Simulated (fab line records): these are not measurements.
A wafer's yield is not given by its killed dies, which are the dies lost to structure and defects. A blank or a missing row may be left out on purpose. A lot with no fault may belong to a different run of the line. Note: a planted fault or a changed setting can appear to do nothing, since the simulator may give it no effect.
Matching of chambers	flow nand_harc	4 sister chambers for NHARC_HYBRID_BOND_ACTIVATE_00 on rie_diel-09
The step chemistry N2, time 60 s. 18 wafers are shown with their chamber, then 9 later ones without.

## WAFERS, EACH WITH ITS CHAMBER
wafer	chamber	drypump_motor_current_A (A)	n2_flow_sccm (sccm)	oes_product_au (a.u.)
L301.2	2	5.1	199.6	0.997
L301.3	0	5.7	200.8	1.006
L301.4	1	5.1	199.3	0.988
L304.1	3	6.5	201.1	0.995
L304.3	0	5.7	200.7	1.008
L304.5	1	5.0	199.5	1.009
L305.2	1	5.1	200.0	0.993
L305.5	1	5.1	200.1	1.004
L305.6	0	5.7	201.2	1.012
L308.2	0	5.7	199.9	1.023
L308.5	0	5.7	200.7	1.006
L308.6	1	5.1	199.3	0.985
L311.1	1	5.1	199.6	0.974
L311.5	2	5.1	199.5	0.998
L311.6	1	5.1	199.0	0.993
L316.3	0	5.7	199.3	1.007
L316.4	3	6.5	200.9	0.989
L316.5	2	5.1	199.6	1.004

SIGNATURES, as means of the wafers listed above
reading	chamber 0	chamber 1	chamber 2	chamber 3	scatter within a chamber
drypump_motor_current_A	5.700	5.086	5.100	6.500	0.0247
n2_flow_sccm	200.433	199.543	199.567	201.000	0.493
oes_product_au	1.01033	0.99229	0.99967	0.99200	0.00881
Rule: for a wafer and a chamber, the distance is found by dividing, reading by reading, the gap between the wafer's reading and the chamber's mean by the reading's scatter, squaring, summing and taking the root. The wafer belongs to the nearest chamber; if the next one is less than 2 further off, it can't be placed. How the scatter is found: for the shown wafers, subtract from each reading the mean of its chamber, square and add these, divide the total by (wafers less chambers), then take the root.

## WAFERS MISSING THEIR CHAMBER
wafer	drypump_motor_current_A (A)	n2_flow_sccm (sccm)	oes_product_au (a.u.)
L321.1	6.5	200.6	0.996
L321.3	5.0	200.2	0.986
L321.5	6.5	199.5	0.996
L322.2	6.5	200.8	1.013
L322.4	5.7	200.4	1.029
L322.6	5.1	199.8	0.987
L320.2	5.0	199.5	0.988
L320.4	5.7	199.5	1.019
L320.5	5.1	199.7	0.988

## THE CHAMBER EACH PASSED THROUGH
wafer	from the rows above	in truth
L321.1	3	3
L321.3	can't be placed: 1 or 2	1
L321.5	3	3
L322.2	3	3
L322.4	0	0
L322.6	can't be placed: 1 or 2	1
L320.2	can't be placed: 1 or 2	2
L320.4	0	0
L320.5	can't be placed: 1 or 2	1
Correctly placed: 5 of 9. Unplaceable from these rows: 4, with the true chamber sitting among the candidates in 4. Placed wrongly: 0.
